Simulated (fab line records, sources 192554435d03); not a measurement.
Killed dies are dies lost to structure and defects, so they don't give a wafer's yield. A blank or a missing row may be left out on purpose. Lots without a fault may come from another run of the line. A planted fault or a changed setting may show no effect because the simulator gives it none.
Chamber matching | flow n5_finfet | N5_FIN_SAQP_ETCH_65 on rie_si-03: 4 sister chambers
The step etches SiO2 in CF4, target depth 4 nm, time 4.4 s. 16 wafers are shown with their chamber, then 8 later ones without.

WAFERS WITH THEIR CHAMBER
wafer  | chamber | throttle_valve_pct (%) | drypump_motor_current_A (A) | oes_product_au (a.u.)
L075.3 | 3       | 21.61                  | 6.2                         | 1.02
L075.4 | 0       | 21.43                  | 6.1                         | 0.93
L075.6 | 3       | 21.60                  | 6.2                         | 1.01
L078.1 | 0       | 21.44                  | 6.1                         | 0.95
L078.2 | 1       | 21.43                  | 5.7                         | 1.02
L078.6 | 3       | 21.61                  | 6.2                         | 1.03
L080.2 | 0       | 21.45                  | 6.0                         | 0.95
L080.3 | 3       | 21.62                  | 6.2                         | 1.02
L080.6 | 2       | 22.21                  | 6.5                         | 0.98
L081.2 | 0       | 21.43                  | 6.1                         | 0.94
L081.5 | 3       | 21.61                  | 6.2                         | 1.02
L081.6 | 0       | 21.43                  | 6.1                         | 0.94
L087.3 | 1       | 21.44                  | 5.7                         | 1.02
L087.5 | 1       | 21.42                  | 5.7                         | 1.02
L087.6 | 2       | 22.23                  | 6.5                         | 0.97
L090.2 | 3       | 21.62                  | 6.2                         | 1.02

SIGNATURES (means of the wafers above)
reading                 | chamber 0 | chamber 1 | chamber 2 | chamber 3 | scatter within a chamber
throttle_valve_pct      | 21.4360   | 21.4300   | 22.2200   | 21.6117   | 0.00914
drypump_motor_current_A | 6.080     | 5.700     | 6.500     | 6.200     | 0.0258
oes_product_au          | 0.9420    | 1.0200    | 0.9750    | 1.0200    | 0.00665
Rule: a wafer's distance from a chamber is the root of the sum, over the readings, of the square of ((its reading less the chamber's mean) divided by the reading's scatter). The wafer belongs to the nearest chamber; if the next one is less than 2 further off, it can't be placed. The scatter: the root of (the sum of the squares of (reading less its chamber's mean) over the shown wafers, divided by (wafers less chambers)).

WAFERS WITHOUT THEIR CHAMBER
wafer  | throttle_valve_pct (%) | drypump_motor_current_A (A) | oes_product_au (a.u.)
L090.4 | 21.42                  | 5.8                         | 1.02
L090.5 | 22.23                  | 6.5                         | 0.98
L091.1 | 21.62                  | 6.2                         | 1.01
L091.2 | 21.43                  | 6.1                         | 0.94
L091.6 | 21.59                  | 6.2                         | 1.02
L097.1 | 21.44                  | 5.7                         | 1.03
L097.4 | 21.43                  | 6.1                         | 0.96
L097.5 | 22.22                  | 6.5                         | 0.98

WHICH CHAMBER EACH WENT THROUGH
wafer  | from the rows above | in truth
L090.4 | 1                   | 1
L090.5 | 2                   | 2
L091.1 | 3                   | 3
L091.2 | 0                   | 0
L091.6 | 3                   | 3
L097.1 | 1                   | 1
L097.4 | 0                   | 0
L097.5 | 2                   | 2
Placed correctly: 8 of 8. Can't be placed from these rows: 0. Placed wrongly: 0.
